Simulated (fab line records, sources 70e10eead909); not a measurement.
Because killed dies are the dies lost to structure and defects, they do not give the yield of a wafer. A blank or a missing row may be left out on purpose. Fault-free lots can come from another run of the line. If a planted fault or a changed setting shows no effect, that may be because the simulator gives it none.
fab line records -- flow nand-harc
record lots=12, wafers=36, last-day=33
route steps=1302 shown P_ZERO_WELL@31 END@1302
lots with no fault: from the same line, run without faults
start-h: start of the lot's first displayed wafer, in hours after the record's first day -- wait-h: hours elapsed since this lot's preceding step -- " as in the row above -- L1.1+2: one row covering several wafers at once -- - no value present, or no start provided -- * or withheld: withheld -- < > ~ a bound
route shown NAME@n: NAME is a module with steps in the file, n the number in the route of the first one -- usual: mean/standard deviation taken from wafers without a fault -- same: alike in all rows -- chamber/n: place in a boat -- sites: the reading at each site -- _std_site: the values' standard deviation -- _edge_site: inner sites' mean taken away from outer sites' mean -- radius-mm: for every site, how far away it sits from the centre of the wafer -- mask NAME#n: copy n -- behind: the most recent tool/chamber to have shaped the wafer -- hold: cause of the lot's hold/its duration in hours/its outcome -- device: whichever transistor did not switch (one of n, p or np) -- end of line: tests run on the same wafers once the route is complete -- where a step has no rows: the recipe by itself -- killed: not the wafer's yield, but the dies lost to structure and defects at the first sort -- map: a wafer's dies, x killed, . not, _ none there
set.NAME: the run value of the setting; set.NAME@STEP: its run value at that earlier step -- model.NAME: the simulator's own value behind a step, which no gauge read
one table for each step of the route and one row for each wafer, over a sample of lots
services: the hour from which a tool's chamber was out of use, counted from the record's first day as start-h (under 0 if before that day), plus the number of hours and why
## steps
# step NHARC_P_ZERO_WELL_DESCUM_26
# recipe time-s=3, o2-flow-sccm=200, ar-flow-sccm=0, bias-power-w=0, chemistry=O2
# usual drypump-motor-current-A=5.6/0.47, oes-product-au=1.003/0.013, rf-vpp-V=57.7/0.82, run-length-s=24.0/0.32, showerhead-plenum-p-Torr=1.91/0.068, throttle-valve-pct=11.311/0.0092
lot.wafer,tool,chamber,start-h,wait-h,drypump-motor-current-A,oes-product-au,rf-hours-counter-h,rf-vpp-V,run-length-s,showerhead-plenum-p-Torr,throttle-valve-pct
L710.4,rie-diel-03,0,42.65,-,5.3,1.020,36,58.4,24.2,1.90,11.317
L710.2,rie-diel-03,1,42.65,-,6.1,1.021,37,57.5,24.6,1.92,11.302
L710.5,rie-diel-03,2,42.65,-,4.8,1.016,-,58.9,24.0,1.91,11.325
L713.4,rie-diel-09,0,72.64,-,5.8,0.994,31,58.3,24.2,1.91,11.311
L713.2,rie-diel-09,2,72.64,-,5.5,1.010,29,57.5,23.8,2.00,11.316
L713.6,rie-diel-09,0,72.64,-,5.8,1.010,-,57.9,23.8,1.91,11.288
L714.3,rie-diel-03,1,82.61,-,6.1,1.002,54,56.8,24.2,1.92,11.305
L714.6,rie-diel-03,1,82.61,-,6.1,1.002,-,57.7,25.3,1.92,11.302
L714.5,rie-diel-03,2,82.61,-,4.8,0.992,-,57.3,24.9,1.90,11.314
L721.3,rie-diel-03,0,152.75,-,5.3,1.010,12,57.6,24.2,1.88,11.321
L721.2,rie-diel-03,1,152.75,-,6.1,1.016,11,57.7,24.3,1.91,11.287
L721.6,rie-diel-03,1,152.75,-,6.1,1.014,-,58.2,24.1,1.91,11.325
L722.2,rie-diel-09,1,163.95,-,5.7,0.972,6,58.2,24.0,1.92,11.291
L722.4,rie-diel-09,3,163.95,-,6.6,1.002,6,58.5,24.1,1.94,11.319
L722.5,rie-diel-09,1,163.95,-,5.7,0.975,-,57.0,24.4,1.92,11.311
L723.4,rie-diel-09,2,172.67,-,5.5,0.985,7,59.3,23.9,1.99,11.315
L723.3,rie-diel-09,3,172.67,-,6.6,0.996,7,58.7,24.4,1.94,11.305
L723.5,rie-diel-09,2,172.67,-,5.5,1.000,-,56.7,23.9,1.99,11.321
L724.1,rie-diel-03,1,182.78,-,6.1,1.013,21,59.1,24.3,1.91,11.314
L724.6,rie-diel-03,0,182.78,-,5.3,1.017,-,57.6,24.6,1.88,11.311
L724.5,rie-diel-03,1,182.78,-,6.1,1.011,-,57.6,24.3,1.91,11.317
L725.2,rie-diel-03,3,195.46,-,5.6,1.018,29,56.2,23.5,1.77,11.312
L725.6,rie-diel-03,2,195.46,-,4.8,0.999,-,58.6,24.1,1.89,11.310
L725.4,rie-diel-03,3,195.46,-,5.7,1.027,-,58.0,23.8,1.77,11.295
L726.2,rie-diel-09,0,202.49,-,5.7,0.975,14,58.2,24.5,1.90,11.305
L726.3,rie-diel-09,2,202.49,-,5.5,0.988,17,59.6,23.6,1.98,11.312
L726.5,rie-diel-09,1,202.49,-,5.7,0.974,-,58.4,24.6,1.92,11.312
L728.2,rie-diel-09,0,222.73,-,5.8,0.970,21,58.1,24.2,1.90,11.313
L728.6,rie-diel-09,0,222.73,-,5.8,0.976,-,57.5,24.0,1.90,11.314
L728.5,rie-diel-09,1,222.73,-,5.7,0.982,-,57.1,24.3,1.92,11.301
L729.3,rie-diel-03,0,232.52,-,5.3,1.013,43,58.0,24.2,1.87,11.313
L729.6,rie-diel-03,0,232.52,-,5.3,1.023,-,58.7,24.3,1.87,11.293
L729.5,rie-diel-03,1,232.52,-,6.1,1.005,-,57.4,24.4,1.90,11.320
L731.3,rie-diel-03,1,252.66,-,6.1,1.014,41,56.6,24.3,1.90,11.310
L731.6,rie-diel-03,2,252.66,-,4.8,0.987,-,56.6,23.7,1.88,11.318
L731.5,rie-diel-03,3,252.66,-,5.7,1.030,-,56.0,23.8,1.77,11.304
# step NHARC_P_ZERO_WELL_CD_MEAS_52
# recipe target-cd-nm=2000, landing-energy-ev=500
# usual cd-nm=1999.4/1.5
# same landing-energy-ev=500
lot.wafer,tool,chamber,start-h,wait-h,cd-nm
L710.2,cd-sem-03,0,45.65,-,1997.6
L710.4,cd-sem-03,0,45.65,-,1998.5
L710.5,cd-sem-03,0,45.65,-,2001.2
L713.2,cd-sem-02,0,75.76,-,1999.8
L713.4,cd-sem-02,0,75.76,-,1998.9
L713.6,cd-sem-02,0,75.76,-,1999.0
L714.3,cd-sem-03,0,85.75,-,1999.5
L714.5,cd-sem-03,0,85.75,-,1997.0
L714.6,cd-sem-03,0,85.75,-,1998.0
L721.2,cd-sem-01,0,155.86,-,1999.0
L721.3,cd-sem-01,0,155.86,-,1999.7
L721.6,cd-sem-01,0,155.86,-,1998.9
L722.2,cd-sem-03,0,167.06,-,2002.1
L722.4,cd-sem-03,0,167.06,-,1999.8
L722.5,cd-sem-03,0,167.06,-,2000.0
L723.3,cd-sem-02,0,175.79,-,1999.6
L723.4,cd-sem-02,0,175.79,-,1998.5
L723.5,cd-sem-02,0,175.79,-,2000.0
L724.1,cd-sem-03,0,185.64,-,1999.8
L724.5,cd-sem-03,0,185.64,-,1998.4
L724.6,cd-sem-03,0,185.64,-,1997.1
L725.2,cd-sem-02,0,198.36,-,1998.4
L725.4,cd-sem-02,0,198.36,-,1999.0
L725.6,cd-sem-02,0,198.36,-,1997.6
L726.2,cd-sem-01,0,205.49,-,1999.7
L726.3,cd-sem-01,0,205.49,-,1997.4
L726.5,cd-sem-01,0,205.49,-,1997.9
L728.2,cd-sem-02,0,229.86,-,2003.9
L728.5,cd-sem-02,0,229.86,-,2001.1
L728.6,cd-sem-02,0,229.86,-,2001.9
L729.3,cd-sem-01,0,235.64,-,1998.6
L729.5,cd-sem-01,0,235.64,-,1997.9
L729.6,cd-sem-01,0,235.64,-,1999.7
L731.3,cd-sem-03,0,255.62,-,2001.9
L731.5,cd-sem-03,0,255.62,-,2001.3
L731.6,cd-sem-03,0,255.62,-,2000.2
# step NHARC_P_ZERO_WELL_RTA_42
# recipe temp-c=1100, time-s=300
# usual anneal-temp-c-max=1106.9/1.3, lamp-power-pct=39.5/0.71, lamp_zone_4_pct=39.5/0.71, wafer_temp_C_max=1104.1/0.8
lot.wafer,tool,chamber,start-h,wait-h,anneal-temp-c-max,lamp-power-pct,lamp_zone_4_pct,wafer_temp_C_max
L710.2,rtp-anneal-02,0,46.93,-,1106.4,38.7,38.6,1104.2
L710.4,rtp-anneal-02,0,46.93,-,1107.8,38.7,38.7,1104.3
L710.5,rtp-anneal-02,0,46.93,-,1106.5,38.7,38.7,1104.0
L713.2,rtp-anneal-02,0,77.00,-,1107.2,38.6,38.6,1104.5
L713.4,rtp-anneal-02,0,77.00,-,1107.0,38.6,38.6,1104.2
L713.6,rtp-anneal-02,0,77.00,-,1106.4,38.6,38.6,1103.8
L714.3,rtp-anneal-01,0,87.11,-,1106.7,40.2,40.2,1103.1
L714.5,rtp-anneal-01,0,87.11,-,1107.6,40.2,40.2,1104.4
L714.6,rtp-anneal-01,0,87.11,-,1108.1,40.2,40.1,1103.4
L721.2,rtp-anneal-01,0,157.10,-,1105.4,40.1,40.1,1102.6
L721.3,rtp-anneal-01,0,157.10,-,1106.6,40.1,40.1,1102.8
L721.6,rtp-anneal-01,0,157.10,-,1105.4,40.2,40.0,1102.9
L722.2,rtp-anneal-02,0,168.33,-,1109.8,38.6,38.7,1103.7
L722.4,rtp-anneal-02,0,168.33,-,1109.0,38.6,38.7,1104.6
L722.5,rtp-anneal-02,0,168.33,-,1107.4,38.7,38.7,1105.4
L723.3,rtp-anneal-01,0,177.14,-,1107.1,40.0,40.1,1103.1
L723.4,rtp-anneal-01,0,177.14,-,1106.2,40.1,40.2,1105.6
L723.5,rtp-anneal-01,0,177.14,-,1108.0,40.1,40.0,1103.5
L724.1,rtp-anneal-02,0,186.77,-,1111.2,38.6,38.7,1103.0
L724.5,rtp-anneal-02,0,186.77,-,1108.8,38.7,38.7,1103.6
L724.6,rtp-anneal-02,0,186.77,-,1106.2,38.7,38.7,1106.5
L725.2,rtp-anneal-01,0,199.66,-,1105.0,40.1,40.1,1105.1
L725.4,rtp-anneal-01,0,199.66,-,1107.2,40.1,40.1,1103.7
L725.6,rtp-anneal-01,0,199.66,-,1106.3,40.1,40.1,1103.4
L726.2,rtp-anneal-02,0,206.75,-,1107.3,38.7,38.7,1103.4
L726.3,rtp-anneal-02,0,206.75,-,1107.1,38.7,38.7,1105.5
L726.5,rtp-anneal-02,0,206.75,-,1106.9,38.7,38.7,1105.3
L728.2,rtp-anneal-01,0,231.11,-,1106.4,40.0,40.1,1104.1
L728.5,rtp-anneal-01,0,231.11,-,1107.8,40.1,40.1,1104.9
L728.6,rtp-anneal-01,0,231.11,-,1108.5,40.0,40.0,1103.8
L729.3,rtp-anneal-02,0,237.01,-,1107.4,38.7,38.7,1104.2
L729.5,rtp-anneal-02,0,237.01,-,1106.0,38.7,38.7,1103.2
L729.6,rtp-anneal-02,0,237.01,-,1105.7,38.8,38.7,1104.9
L731.3,rtp-anneal-01,0,256.96,-,1105.9,40.2,40.2,1103.5
L731.5,rtp-anneal-01,0,256.96,-,1107.7,40.2,40.2,1105.2
L731.6,rtp-anneal-01,0,256.96,-,1103.6,40.1,40.2,1103.8
# step NHARC_P_ZERO_WELL_INSPECT_43
# usual raw-defect-count=13/5.6
lot.wafer,tool,chamber,start-h,wait-h,raw-defect-count
L710.2,defect-inspect-01,-,47.50,0.5,10
L710.4,defect-inspect-01,-,47.50,0.5,14
L710.5,defect-inspect-01,-,47.50,0.5,14
L713.2,defect-inspect-01,-,77.56,0.5,5
L713.4,defect-inspect-01,-,77.56,0.5,8
L713.6,defect-inspect-01,-,77.56,0.5,4
L714.3,defect-inspect-02,-,87.57,0.4,15
L714.5,defect-inspect-02,-,87.57,0.4,14
L714.6,defect-inspect-02,-,87.57,0.4,13
L721.2,defect-inspect-01,-,157.66,0.5,9
L721.3,defect-inspect-01,-,157.66,0.5,12
L721.6,defect-inspect-01,-,157.66,0.5,12
L722.2,defect-inspect-02,-,168.90,0.5,3
L722.4,defect-inspect-02,-,168.90,0.5,10
L722.5,defect-inspect-02,-,168.90,0.5,14
L723.3,defect-inspect-02,-,177.60,0.3,8
L723.4,defect-inspect-02,-,177.60,0.3,16
L723.5,defect-inspect-02,-,177.60,0.3,16
L724.1,defect-inspect-02,-,187.46,0.6,9
L724.5,defect-inspect-02,-,187.46,0.6,20
L724.6,defect-inspect-02,-,187.46,0.6,22
L725.2,defect-inspect-01,-,200.23,0.5,18
L725.4,defect-inspect-01,-,200.23,0.5,20
L725.6,defect-inspect-01,-,200.23,0.5,13
L726.2,defect-inspect-02,-,207.31,0.5,13
L726.3,defect-inspect-02,-,207.31,0.5,26
L726.5,defect-inspect-02,-,207.31,0.5,13
L728.2,defect-inspect-01,-,231.67,0.5,6
L728.5,defect-inspect-01,-,231.67,0.5,10
L728.6,defect-inspect-01,-,231.67,0.5,6
L729.3,defect-inspect-02,-,237.48,0.4,2
L729.5,defect-inspect-02,-,237.48,0.4,21
L729.6,defect-inspect-02,-,237.48,0.4,4
L731.3,defect-inspect-02,-,257.43,0.4,12
L731.5,defect-inspect-02,-,257.43,0.4,11
L731.6,defect-inspect-02,-,257.43,0.4,20
# step NHARC_END_SORT_01
# recipe temp-c=25
# usual killed-at-array=49/18, killed-at-other=0.7/1.1, killed-at-periphery=4.0/2.6, killed-dies=54/19, killed-open=3.4/1.7, killed-short=2.5/1.7
# same gross-dies=677
lot.wafer,tool,chamber,start-h,wait-h,killed-at-array,killed-at-other,killed-at-periphery,killed-dies,killed-open,killed-short
L710.2,prober-01,0,577.58,2.8,50,0,0,50,1,1
L710.4,prober-01,0,579.18,3.4,44,0,1,45,5,3
L710.5,prober-01,0,579.98,3.7,49,0,2,51,2,1
L713.2,prober-01,0,603.47,2.8,29,0,2,31,2,0
L713.4,prober-01,0,605.06,3.4,52,1,2,55,1,2
L713.6,prober-01,0,606.65,4.0,22,2,0,24,0,0
L714.3,prober-02,0,604.25,3.1,52,0,0,52,8,4
L714.5,prober-02,0,605.84,3.7,58,0,3,61,6,1
L714.6,prober-02,0,606.63,4.0,63,0,4,67,2,1
L721.2,prober-01,0,679.80,2.8,68,4,6,78,1,3
L721.3,prober-01,0,680.60,3.1,80,0,12,92,5,2
L721.6,prober-01,0,683.02,4.0,69,0,7,76,7,0
L723.3,prober-02,0,694.04,3.1,50,1,0,51,5,1
L723.4,prober-02,0,694.83,3.4,50,0,5,55,3,2
L723.5,prober-02,0,695.63,3.7,57,0,7,64,4,1
L724.1,prober-02,0,735.06,2.5,24,2,2,28,5,2
L724.5,prober-02,0,738.32,3.8,19,0,3,22,3,1
L724.6,prober-02,0,739.14,4.1,29,0,5,34,4,2
# killed by level:class
L710.2 A_SLIT:chamber-film-flake=18 A_CHANNEL_HOLE_D2:chamber-film-flake=9 A_STAIRCASE:chamber-film-flake=9 A_CONTACT:chamber-film-flake=4 A_DECK1_JOINT:chamber-film-flake=2 A_CHANNEL_FILL_D2:chamber-film-flake=2 A_SGD_CUT:chamber-film-flake=2 A_CHANNEL_FILL_D1:geometric-particle:short=1
L710.4 A_SLIT:chamber-film-flake=13 A_CHANNEL_HOLE_D2:chamber-film-flake=10 A_CONTACT:chamber-film-flake=6 A_STAIRCASE:chamber-film-flake=5 A_ONON_D1:geometric-particle:open=2 A_M1:geometric-particle:short=2 P_M0:geometric-particle:open=1 A_ONON_D2:geometric-particle:short=1
L710.5 A_SLIT:chamber-film-flake=20 A_CHANNEL_HOLE_D2:chamber-film-flake=9 A_CONTACT:chamber-film-flake=6 A_STAIRCASE:chamber-film-flake=5 A_DECK1_JOINT:chamber-film-flake=3 A_WL_FILL:chamber-film-flake=2 P_M0:geometric-particle:open=1 A_ONON_D2:geometric-particle:short=1
L713.2 A_CHANNEL_HOLE_D2:chamber-film-flake=13 A_SGD_CUT:chamber-film-flake=5 A_CONTACT:chamber-film-flake=5 A_CHANNEL_HOLE_D1:chamber-film-flake=2 A_DECK1_JOINT:chamber-film-flake=2 P_M0:geometric-particle:open=1 A_M0:geometric-particle:open=1 P_M1:chamber-film-flake=1
L714.3 A_SLIT:chamber-film-flake=19 A_CHANNEL_HOLE_D1:chamber-film-flake=12 A_CHANNEL_HOLE_D2:chamber-film-flake=4 A_DECK1_JOINT:geometric-particle:open=2 A_ONON_D2:geometric-particle:short=2 A_WL_FILL:geometric-particle:open=2 A_CHANNEL_FILL_D1:chamber-film-flake=2 A_CONTACT:chamber-film-flake=2
L713.4 A_CHANNEL_HOLE_D2:chamber-film-flake=33 A_SGD_CUT:chamber-film-flake=5 A_CHANNEL_HOLE_D1:chamber-film-flake=4 A_CONTACT:chamber-film-flake=4 A_CHANNEL_FILL_D1:chamber-film-flake=2 P_CONTACT:geometric-particle:short=1 A_CHANNEL_FILL_D1:geometric-particle:short=1 A_M0:geometric-particle:open=1
L714.5 A_SLIT:chamber-film-flake=25 A_CHANNEL_HOLE_D1:chamber-film-flake=9 A_CHANNEL_HOLE_D2:chamber-film-flake=7 A_DECK1_JOINT:chamber-film-flake=4 A_CONTACT:chamber-film-flake=4 A_STAIRCASE:chamber-film-flake=3 P_CONTACT:geometric-particle:open=1 P_M1:geometric-particle:open=1
L714.6 A_CHANNEL_HOLE_D1:chamber-film-flake=29 A_SLIT:chamber-film-flake=19 A_CHANNEL_HOLE_D2:chamber-film-flake=8 A_CHANNEL_FILL_D1:chamber-film-flake=2 A_DECK1_JOINT:chamber-film-flake=2 A_CONTACT:chamber-film-flake=2 P_M2:geometric-particle:open=1 P_M2:geometric-particle:short=1
L713.6 A_CHANNEL_HOLE_D2:chamber-film-flake=15 A_CHANNEL_HOLE_D1:chamber-film-flake=3 A_CONTACT:chamber-film-flake=2 THIN_TSV:chamber-film-flake=2 A_CHANNEL_FILL_D1:chamber-film-flake=1 A_SLIT:chamber-film-flake=1
L721.2 A_SLIT:chamber-film-flake=34 A_CHANNEL_HOLE_D1:chamber-film-flake=15 A_CONTACT:chamber-film-flake=11 THIN_TSV:chamber-film-flake=4 A_STAIRCASE:chamber-film-flake=3 P_CONTACT:geometric-particle:short=2 P_CONTACT:chamber-film-flake=2 P_M2:chamber-film-flake=2
L721.3 A_CHANNEL_HOLE_D1:chamber-film-flake=34 A_SLIT:chamber-film-flake=31 A_CONTACT:chamber-film-flake=8 P_CONTACT:chamber-film-flake=5 P_ZERO_WELL:chamber-film-flake=2 A_M0:chamber-film-flake=2 P_STI:geometric-particle:open=1 P_CONTACT:geometric-particle:open=1
L721.6 A_SLIT:chamber-film-flake=27 A_CONTACT:chamber-film-flake=21 A_CHANNEL_HOLE_D1:chamber-film-flake=13 P_M2:chamber-film-flake=3 A_ONON_D1:geometric-particle:open=2 A_CHANNEL_FILL_D1:geometric-particle:open=2 P_CONTACT:chamber-film-flake=2 P_M0:geometric-particle:open=1
L723.3 A_SLIT:chamber-film-flake=22 A_CONTACT:chamber-film-flake=11 A_STAIRCASE:chamber-film-flake=5 A_CHANNEL_HOLE_D1:chamber-film-flake=4 A_ONON_D1:geometric-particle:open=2 A_CHANNEL_FILL_D2:geometric-particle:short=1 A_STAIRCASE:geometric-particle:open=1 A_SGD_CUT:geometric-particle:open=1
L723.4 A_SLIT:chamber-film-flake=27 A_CONTACT:chamber-film-flake=8 A_CHANNEL_HOLE_D1:chamber-film-flake=6 A_ZERO_WELL:chamber-film-flake=2 A_DECK1_JOINT:chamber-film-flake=2 P_M0:geometric-particle:open=1 A_ONON_D1:geometric-particle:short=1 A_CHANNEL_FILL_D1:geometric-particle:open=1
L723.5 A_SLIT:chamber-film-flake=30 A_CONTACT:chamber-film-flake=10 A_STAIRCASE:chamber-film-flake=5 A_ZERO_WELL:chamber-film-flake=4 P_GATE:chamber-film-flake=3 A_DECK1_JOINT:chamber-film-flake=3 P_M2:chamber-film-flake=2 P_GATE:geometric-particle:open=1
L724.1 A_CONTACT:chamber-film-flake=8 A_CHANNEL_HOLE_D1:chamber-film-flake=5 A_SLIT:chamber-film-flake=4 A_WL_FILL:geometric-particle:open=2 P_CONTACT:geometric-particle:open=1 A_ONON_D1:geometric-particle:open=1 A_ONON_D2:geometric-particle:open=1 A_WL_FILL:geometric-particle:short=1
L724.5 A_CHANNEL_HOLE_D1:chamber-film-flake=7 A_CONTACT:chamber-film-flake=5 A_CHANNEL_FILL_D1:geometric-particle:open=2 A_SLIT:chamber-film-flake=2 P_STI:geometric-particle:open=1 A_WL_FILL:geometric-particle:short=1 P_ZERO_WELL:chamber-film-flake=1 P_STI:chamber-film-flake=1
L724.6 A_CHANNEL_HOLE_D1:chamber-film-flake=14 A_CONTACT:chamber-film-flake=6 A_SLIT:chamber-film-flake=3 P_CONTACT:geometric-particle:open=2 A_CHANNEL_FILL_D1:geometric-particle:short=2 P_STI:geometric-particle:open=1 A_ONON_D1:geometric-particle:open=1 P_ZERO_WELL:chamber-film-flake=1
## services
tool,chamber,start-h,hours,kind
rie-diel-03,0,35.37,-,clean
rie-diel-03,1,35.37,-,clean
rie-diel-03,2,35.37,-,clean
rie-diel-03,3,35.37,-,clean
rie-diel-03,0,60.83,-,clean
rie-diel-03,1,60.83,-,clean
rie-diel-03,2,60.83,-,clean
rie-diel-03,3,60.83,-,clean
rie-diel-03,0,85.33,-,clean
rie-diel-03,1,85.33,-,clean
rie-diel-03,2,85.33,-,clean
rie-diel-03,3,85.33,-,clean
rie-diel-03,1,99.38,11.3,repair
rie-diel-03,-,104.56,9.0,pm
rie-diel-03,0,104.56,9.0,vent-cycle
rie-diel-03,2,104.56,9.0,vent-cycle
rie-diel-03,3,104.56,9.0,vent-cycle
rie-diel-03,0,113.56,-,clean
rie-diel-03,2,120.30,5.3,repair
rie-diel-09,-,144.42,9.0,pm
rie-diel-03,2,158.83,4.5,repair
rie-diel-03,1,192.97,16.2,repair
rie-diel-09,1,225.39,4.6,repair
rie-diel-09,-,239.67,0.2,repair
## key
first-sign step=NHARC_P_ZERO_WELL_DESCUM_26, reading=run-length-s, direction=up, sigmas=3.3, usual=*, struck=*
effect none on later readings
met-at NHARC_P_ZERO_WELL_DESCUM_26
struck-lots L714
struck-wafers L714.5,L714.6
tester-left-out L714
not-acting-at NHARC_P_ZERO_WELL_CD_MEAS_52,NHARC_P_ZERO_WELL_RTA_42,NHARC_P_ZERO_WELL_INSPECT_43
onset-between 42.65 82.61
fault kind=process-parameter-drift, tool=rie-diel-03, chamber=-, onset-h=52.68, steps=NHARC_P_ZERO_WELL_DESCUM_26, channel=time-s, offset=*, shape=step, end-h=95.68, scope=struck-wafers-only, acts-in=*, stated=*
# tester-left-out: of these lots the tester's yield and bins aren't shown, on N5 and GAA mostly nor the transistor test; their killed dies are dies lost to structure and defects alone, not to doping, threshold or leakage, so they don't give the yield
